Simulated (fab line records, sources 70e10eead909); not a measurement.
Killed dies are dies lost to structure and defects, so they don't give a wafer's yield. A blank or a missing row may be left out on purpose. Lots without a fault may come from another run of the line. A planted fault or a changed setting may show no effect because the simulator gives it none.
Chamber matching | flow nand_harc | NHARC_P_CONTACT_ETCH_35 on rie_diel-12: 4 sister chambers
The step etches the open film in CF4, target depth 39 nm, time 65 s. 14 wafers are shown with their chamber, then 6 later ones without.

WAFERS WITH THEIR CHAMBER
wafer  | chamber | drypump_motor_current_A (A) | rf_vpp_V (V) | oes_product_au (a.u.)
L950.1 | 2       | 5.8                         | 151.2        | 0.999
L950.5 | 3       | 5.5                         | 149.7        | 1.002
L950.6 | 0       | 6.1                         | 152.6        | 1.007
L951.3 | 0       | 6.1                         | 153.5        | 0.999
L951.4 | 2       | 5.8                         | 151.6        | 1.002
L951.5 | 2       | 5.9                         | 150.4        | 1.000
L959.2 | 2       | 5.8                         | 151.2        | 0.988
L959.4 | 0       | 6.1                         | 153.9        | 1.002
L964.3 | 0       | 6.1                         | 152.7        | 1.012
L964.4 | 2       | 5.9                         | 151.2        | 1.014
L964.5 | 0       | 6.2                         | 153.2        | 1.015
L967.1 | 3       | 5.5                         | 151.2        | 1.000
L967.4 | 1       | 6.5                         | 152.8        | 0.991
L967.5 | 3       | 5.5                         | 151.2        | 0.995

SIGNATURES (means of the wafers above)
reading                 | chamber 0 | chamber 1 | chamber 2 | chamber 3 | scatter within a chamber
drypump_motor_current_A | 6.120     | 6.500     | 5.840     | 5.500     | 0.0447
rf_vpp_V                | 153.180   | 152.800   | 151.120   | 150.700   | 0.588
oes_product_au          | 1.00700   | 0.99100   | 1.00060   | 0.99900   | 0.0074
Rule: a wafer's distance from a chamber is the root of the sum, over the readings, of the square of ((its reading less the chamber's mean) divided by the reading's scatter). The wafer belongs to the nearest chamber; if the next one is less than 2 further off, it can't be placed. The scatter: the root of (the sum of the squares of (reading less its chamber's mean) over the shown wafers, divided by (wafers less chambers)).

WAFERS WITHOUT THEIR CHAMBER
wafer  | drypump_motor_current_A (A) | rf_vpp_V (V) | oes_product_au (a.u.)
L970.4 | 6.1                         | 153.5        | 1.004
L970.5 | 5.9                         | 152.1        | 1.016
L970.6 | 5.5                         | 150.0        | 1.008
L971.1 | 6.1                         | 151.9        | 1.002
L971.2 | 6.5                         | 150.4        | 0.994
L971.4 | 5.5                         | 151.1        | 1.002

WHICH CHAMBER EACH WENT THROUGH
wafer  | from the rows above | in truth
L970.4 | 0                   | 0
L970.5 | 2                   | 2
L970.6 | 3                   | 3
L971.1 | 0                   | 0
L971.2 | 1                   | 1
L971.4 | 3                   | 3
Placed correctly: 6 of 6. Can't be placed from these rows: 0. Placed wrongly: 0.
